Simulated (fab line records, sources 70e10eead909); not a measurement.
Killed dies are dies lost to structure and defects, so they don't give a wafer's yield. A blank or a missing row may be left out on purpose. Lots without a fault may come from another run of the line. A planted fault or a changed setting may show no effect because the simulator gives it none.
One fault seen from 3 desks | flow nand_harc | each desk has only its own numbers; what lay behind them comes last

THE TOOL OWNER'S DESK: acl_dep-02
The tool's own readings at NHARC_A_CHANNEL_HOLE_D1_DEP_00 (deposits aC, target thk 3100 nm): means of the sampled wafers that have a number, for each lot that ran on this tool. A lot is out of limits, marked OUT, if its mean lies more than 4 standard deviations from the usual mean; the brackets give that distance.
Columns: A = throttle_valve_pct at NHARC_A_CHANNEL_HOLE_D1_DEP_00, usual 35.000 %
lot  | first seen here | A
L400 | day 11 02:56    | 35.000
L404 | day 12 16:49    | 35.005
L406 | day 13 17:24    | 35.000
L409 | day 14 14:23    | 35.008
L416 | day 17 20:31    | 34.998
This desk's finding: nothing out of limits on any of the 5 lots.

THE DEFECT DESK
What the inspections along the route counted, lot by lot: means of the sampled wafers that have a number. A lot is out of limits, marked OUT, if its mean lies more than 4 standard deviations from the usual mean; the brackets give that distance.
Columns: A = raw_defect_count at NHARC_A_CHANNEL_HOLE_D1_INSPECT_12, usual 5.9
lot  | first seen here | A
L396 | day 9 15:50     | 7.0
L397 | day 9 21:12     | 3.3
L400 | day 11 05:43    | 5.3
L402 | day 11 19:14    | 7.3
L401 | day 11 19:24    | 7.0
L403 | day 12 15:49    | 3.0
L404 | day 12 19:33    | 6.3
L406 | day 13 19:44    | 4.7
L409 | day 14 17:08    | 15.7
L416 | day 17 23:16    | 5.0
L417 | day 18 02:53    | 6.0
This desk's finding: nothing out of limits on any of the 11 lots.

THE METROLOGY DESK
What the gauges read, lot by lot, whatever tool the lot ran on: means of the sampled wafers that have a number. A lot is out of limits, marked OUT, if its mean lies more than 4 standard deviations from the usual mean; the brackets give that distance.
Columns: A = overlay_x_nm at NHARC_A_CHANNEL_HOLE_D1_OVL_MEAS_11, usual 0.0 nm; B = overlay_y_nm at NHARC_A_CHANNEL_HOLE_D1_OVL_MEAS_11, usual -0.2 nm
lot  | first seen here | A    | B
L396 | day 9 15:47     | 0.6  | -0.5
L397 | day 9 21:10     | 1.2  | 0.6
L400 | day 11 05:40    | -1.0 | 0.2
L402 | day 11 19:11    | 0.8  | 0.1
L401 | day 11 19:21    | -0.6 | -1.4
L403 | day 12 15:47    | 0.6  | -0.1
L404 | day 12 19:31    | -0.1 | 0.1
L406 | day 13 19:43    | -1.2 | 0.0
L409 | day 14 17:06    | 0.2  | -0.8
L416 | day 17 23:14    | 0.8  | 0.5
L417 | day 18 02:50    | -1.9 | -0.1
This desk's finding: nothing out of limits on any of the 11 lots.

PUT TOGETHER
The tool owner's desk saw nothing out of limits.
The defect desk saw nothing out of limits.
The metrology desk saw nothing out of limits.

WHAT THE SIMULATOR HAD PUT IN
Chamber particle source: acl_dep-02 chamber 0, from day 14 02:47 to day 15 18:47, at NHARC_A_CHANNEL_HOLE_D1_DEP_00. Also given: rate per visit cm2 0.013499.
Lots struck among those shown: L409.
